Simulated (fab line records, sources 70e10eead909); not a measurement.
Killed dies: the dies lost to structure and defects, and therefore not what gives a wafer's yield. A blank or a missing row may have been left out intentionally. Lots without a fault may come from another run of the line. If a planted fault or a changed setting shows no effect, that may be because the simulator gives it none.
Chamber matching + flow nand_harc + NHARC_A_CHANNEL_HOLE_D2_ETCH_44 on rie_diel-05: 4 sister chambers
The step etches the open film in CF4/O2, target depth 140 nm, overetch 14 nm, time 77 s. 14 wafers are shown with their chamber, then 7 later ones without.

WAFERS PAIRED WITH THEIR CHAMBERS
| wafer  | chamber | showerhead_plenum_p_Torr (Torr) | drypump_motor_current_A (A) | rf_vpp_V (V) |
|--------|---------|---------------------------------|-----------------------------|--------------|
| L929.1 | 2       | 1.25                            | 5.7                         | 195.0        |
| L929.4 | 0       | 1.36                            | 6.4                         | 199.0        |
| L929.6 | 0       | 1.36                            | 6.3                         | 198.3        |
| L931.2 | 2       | 1.24                            | 5.7                         | 196.0        |
| L931.5 | 3       | 1.26                            | 5.3                         | 195.7        |
| L931.6 | 0       | 1.36                            | 6.4                         | 198.2        |
| L938.1 | 3       | 1.26                            | 5.3                         | 196.4        |
| L938.2 | 2       | 1.24                            | 5.7                         | 195.7        |
| L938.4 | 0       | 1.36                            | 6.3                         | 198.9        |
| L945.2 | 0       | 1.36                            | 6.3                         | 198.9        |
| L945.5 | 1       | 1.39                            | 5.1                         | 198.8        |
| L945.6 | 2       | 1.24                            | 5.7                         | 196.5        |
| L946.2 | 3       | 1.26                            | 5.3                         | 195.9        |
| L946.4 | 2       | 1.24                            | 5.7                         | 195.9        |

SIGNATURES (averages over the wafers above)
| reading                  | chamber 0 | chamber 1 | chamber 2 | chamber 3 | scatter within a chamber |
|--------------------------|-----------|-----------|-----------|-----------|--------------------------|
| showerhead_plenum_p_Torr | 1.3600    | 1.3900    | 1.2420    | 1.2600    | 0.00283                  |
| drypump_motor_current_A  | 6.340     | 5.100     | 5.700     | 5.300     | 0.0346                   |
| rf_vpp_V                 | 198.660   | 198.800   | 195.820   | 196.000   | 0.449                    |
Rule: for each reading, subtract the chamber's mean from the wafer's reading, divide by that reading's scatter and square the result; add these up over the readings and take the root, which gives the wafer's distance from the chamber. The wafer belongs to the nearest chamber; if the next one is less than 2 further off, it can't be placed. The scatter: take each reading less its chamber's mean, square it, sum over the shown wafers, divide by the number of wafers less the number of chambers, and take the root.

WAFERS WHOSE CHAMBER IS MISSING
| wafer  | showerhead_plenum_p_Torr (Torr) | drypump_motor_current_A (A) | rf_vpp_V (V) |
|--------|---------------------------------|-----------------------------|--------------|
| L946.5 | 1.39                            | 5.1                         | 198.0        |
| L950.1 | 1.26                            | 5.3                         | 194.1        |
| L950.2 | 1.24                            | 5.7                         | 195.8        |
| L950.5 | 1.39                            | 5.1                         | 198.9        |
| L951.3 | 1.39                            | 5.1                         | 199.4        |
| L951.5 | 1.39                            | 5.1                         | 198.1        |
| L951.6 | 1.36                            | 6.4                         | 197.6        |

WHICH CHAMBER EACH ONE RAN IN
| wafer  | from the rows above | in truth |
|--------|---------------------|----------|
| L946.5 | 1                   | 1        |
| L950.1 | 3                   | 3        |
| L950.2 | 2                   | 2        |
| L950.5 | 1                   | 1        |
| L951.3 | 1                   | 1        |
| L951.5 | 1                   | 1        |
| L951.6 | 0                   | 0        |
7 of 7 placed correctly. Can't be placed from these rows: 0. Placed wrongly: 0.
